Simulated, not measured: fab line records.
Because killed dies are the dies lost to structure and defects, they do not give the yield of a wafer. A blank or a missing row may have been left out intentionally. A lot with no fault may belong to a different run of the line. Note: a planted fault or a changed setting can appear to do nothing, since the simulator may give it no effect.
Matching of chambers / flow nandHarc / NHARC_P_M1_DESCUM_14 on rieDiel-08 has 4 sister chambers
The step chemistry O2, time 3 s. 33 wafers are shown with their chamber, then 12 later ones without.

## WAFERS PAIRED WITH THEIR CHAMBERS
wafer=L074.1; chamber=0; drypumpMotorCurrentA (A)=5.0; showerheadPlenumPTorr (Torr)=1.95; oesProductAu (a.u.)=0.991
wafer=L074.2; chamber=2; drypumpMotorCurrentA (A)=6.0; showerheadPlenumPTorr (Torr)=1.92; oesProductAu (a.u.)=0.996
wafer=L074.5; chamber=1; drypumpMotorCurrentA (A)=5.7; showerheadPlenumPTorr (Torr)=1.79; oesProductAu (a.u.)=1.002
wafer=L075.1; chamber=2; drypumpMotorCurrentA (A)=6.0; showerheadPlenumPTorr (Torr)=1.92; oesProductAu (a.u.)=0.993
wafer=L075.2; chamber=3; drypumpMotorCurrentA (A)=5.6; showerheadPlenumPTorr (Torr)=1.88; oesProductAu (a.u.)=0.988
wafer=L075.3; chamber=0; drypumpMotorCurrentA (A)=5.1; showerheadPlenumPTorr (Torr)=1.95; oesProductAu (a.u.)=0.990
wafer=L076.1; chamber=2; drypumpMotorCurrentA (A)=6.0; showerheadPlenumPTorr (Torr)=1.92; oesProductAu (a.u.)=0.989
wafer=L076.2; chamber=0; drypumpMotorCurrentA (A)=5.1; showerheadPlenumPTorr (Torr)=1.95; oesProductAu (a.u.)=0.989
wafer=L076.3; chamber=3; drypumpMotorCurrentA (A)=5.6; showerheadPlenumPTorr (Torr)=1.88; oesProductAu (a.u.)=0.995
wafer=L076.4; chamber=1; drypumpMotorCurrentA (A)=5.7; showerheadPlenumPTorr (Torr)=1.79; oesProductAu (a.u.)=1.001
wafer=L076.5; chamber=1; drypumpMotorCurrentA (A)=5.7; showerheadPlenumPTorr (Torr)=1.79; oesProductAu (a.u.)=0.997
wafer=L076.6; chamber=2; drypumpMotorCurrentA (A)=6.0; showerheadPlenumPTorr (Torr)=1.92; oesProductAu (a.u.)=0.994
wafer=L077.2; chamber=2; drypumpMotorCurrentA (A)=6.0; showerheadPlenumPTorr (Torr)=1.92; oesProductAu (a.u.)=0.995
wafer=L077.5; chamber=2; drypumpMotorCurrentA (A)=6.0; showerheadPlenumPTorr (Torr)=1.92; oesProductAu (a.u.)=1.002
wafer=L077.6; chamber=1; drypumpMotorCurrentA (A)=5.7; showerheadPlenumPTorr (Torr)=1.79; oesProductAu (a.u.)=1.008
wafer=L078.1; chamber=0; drypumpMotorCurrentA (A)=5.1; showerheadPlenumPTorr (Torr)=1.95; oesProductAu (a.u.)=0.991
wafer=L078.3; chamber=2; drypumpMotorCurrentA (A)=6.0; showerheadPlenumPTorr (Torr)=1.92; oesProductAu (a.u.)=0.994
wafer=L078.5; chamber=0; drypumpMotorCurrentA (A)=5.1; showerheadPlenumPTorr (Torr)=1.95; oesProductAu (a.u.)=0.994
wafer=L080.2; chamber=2; drypumpMotorCurrentA (A)=6.0; showerheadPlenumPTorr (Torr)=1.92; oesProductAu (a.u.)=0.992
wafer=L080.4; chamber=0; drypumpMotorCurrentA (A)=5.1; showerheadPlenumPTorr (Torr)=1.95; oesProductAu (a.u.)=1.006
wafer=L080.5; chamber=0; drypumpMotorCurrentA (A)=5.1; showerheadPlenumPTorr (Torr)=1.95; oesProductAu (a.u.)=1.000
wafer=L083.2; chamber=1; drypumpMotorCurrentA (A)=5.7; showerheadPlenumPTorr (Torr)=1.78; oesProductAu (a.u.)=1.009
wafer=L083.4; chamber=3; drypumpMotorCurrentA (A)=5.6; showerheadPlenumPTorr (Torr)=1.88; oesProductAu (a.u.)=1.021
wafer=L083.6; chamber=1; drypumpMotorCurrentA (A)=5.7; showerheadPlenumPTorr (Torr)=1.78; oesProductAu (a.u.)=1.002
wafer=L084.3; chamber=3; drypumpMotorCurrentA (A)=5.6; showerheadPlenumPTorr (Torr)=1.88; oesProductAu (a.u.)=1.002
wafer=L084.4; chamber=0; drypumpMotorCurrentA (A)=5.1; showerheadPlenumPTorr (Torr)=1.95; oesProductAu (a.u.)=1.002
wafer=L084.5; chamber=1; drypumpMotorCurrentA (A)=5.7; showerheadPlenumPTorr (Torr)=1.78; oesProductAu (a.u.)=1.003
wafer=L085.1; chamber=2; drypumpMotorCurrentA (A)=6.0; showerheadPlenumPTorr (Torr)=1.92; oesProductAu (a.u.)=0.992
wafer=L085.5; chamber=1; drypumpMotorCurrentA (A)=5.7; showerheadPlenumPTorr (Torr)=1.78; oesProductAu (a.u.)=1.004
wafer=L085.6; chamber=0; drypumpMotorCurrentA (A)=5.1; showerheadPlenumPTorr (Torr)=1.95; oesProductAu (a.u.)=0.995
wafer=L087.1; chamber=3; drypumpMotorCurrentA (A)=5.6; showerheadPlenumPTorr (Torr)=1.87; oesProductAu (a.u.)=1.008
wafer=L087.4; chamber=1; drypumpMotorCurrentA (A)=5.7; showerheadPlenumPTorr (Torr)=1.78; oesProductAu (a.u.)=0.990
wafer=L087.6; chamber=2; drypumpMotorCurrentA (A)=6.0; showerheadPlenumPTorr (Torr)=1.92; oesProductAu (a.u.)=1.004

SIGNATURES (averages over the wafers above)
reading=drypumpMotorCurrentA; chamber 0=5.089; chamber 1=5.700; chamber 2=6.000; chamber 3=5.600; scatter within a chamber=0.0175
reading=showerheadPlenumPTorr; chamber 0=1.9500; chamber 1=1.7844; chamber 2=1.9200; chamber 3=1.8780; scatter within a chamber=0.00323
reading=oesProductAu; chamber 0=0.99533; chamber 1=1.00178; chamber 2=0.99510; chamber 3=1.00280; scatter within a chamber=0.00689
Rule: for each reading, subtract the chamber's mean from the wafer's reading, divide by that reading's scatter and square the result; add these up over the readings and take the root, which gives the wafer's distance from the chamber. The wafer belongs to the nearest chamber; if the next one is less than 2 further off, it can't be placed. The scatter: the root of (the sum of the squares of (reading less its chamber's mean) over the shown wafers, divided by (wafers less chambers)).

## WAFERS MISSING THEIR CHAMBER
wafer=L091.1; drypumpMotorCurrentA (A)=5.6; showerheadPlenumPTorr (Torr)=1.87; oesProductAu (a.u.)=1.005
wafer=L091.4; drypumpMotorCurrentA (A)=5.1; showerheadPlenumPTorr (Torr)=1.95; oesProductAu (a.u.)=0.989
wafer=L091.6; drypumpMotorCurrentA (A)=6.0; showerheadPlenumPTorr (Torr)=1.92; oesProductAu (a.u.)=0.990
wafer=L094.1; drypumpMotorCurrentA (A)=6.0; showerheadPlenumPTorr (Torr)=1.92; oesProductAu (a.u.)=1.006
wafer=L094.4; drypumpMotorCurrentA (A)=5.1; showerheadPlenumPTorr (Torr)=1.94; oesProductAu (a.u.)=1.004
wafer=L094.5; drypumpMotorCurrentA (A)=5.7; showerheadPlenumPTorr (Torr)=1.78; oesProductAu (a.u.)=0.998
wafer=L097.2; drypumpMotorCurrentA (A)=5.7; showerheadPlenumPTorr (Torr)=1.78; oesProductAu (a.u.)=1.008
wafer=L097.5; drypumpMotorCurrentA (A)=6.0; showerheadPlenumPTorr (Torr)=1.91; oesProductAu (a.u.)=0.999
wafer=L097.6; drypumpMotorCurrentA (A)=5.6; showerheadPlenumPTorr (Torr)=1.87; oesProductAu (a.u.)=1.011
wafer=L096.2; drypumpMotorCurrentA (A)=5.6; showerheadPlenumPTorr (Torr)=1.87; oesProductAu (a.u.)=1.004
wafer=L096.4; drypumpMotorCurrentA (A)=6.0; showerheadPlenumPTorr (Torr)=1.91; oesProductAu (a.u.)=0.997
wafer=L096.6; drypumpMotorCurrentA (A)=5.1; showerheadPlenumPTorr (Torr)=1.94; oesProductAu (a.u.)=0.990

## CHAMBER TAKEN BY EACH
wafer=L091.1; from the rows above=3; in truth=3
wafer=L091.4; from the rows above=0; in truth=0
wafer=L091.6; from the rows above=2; in truth=2
wafer=L094.1; from the rows above=2; in truth=2
wafer=L094.4; from the rows above=0; in truth=0
wafer=L094.5; from the rows above=1; in truth=1
wafer=L097.2; from the rows above=1; in truth=1
wafer=L097.5; from the rows above=2; in truth=2
wafer=L097.6; from the rows above=3; in truth=3
wafer=L096.2; from the rows above=3; in truth=3
wafer=L096.4; from the rows above=2; in truth=2
wafer=L096.6; from the rows above=0; in truth=0
Correct placement for 12 of the 12. Can't be placed from these rows: 0. Wrongly placed: 0.
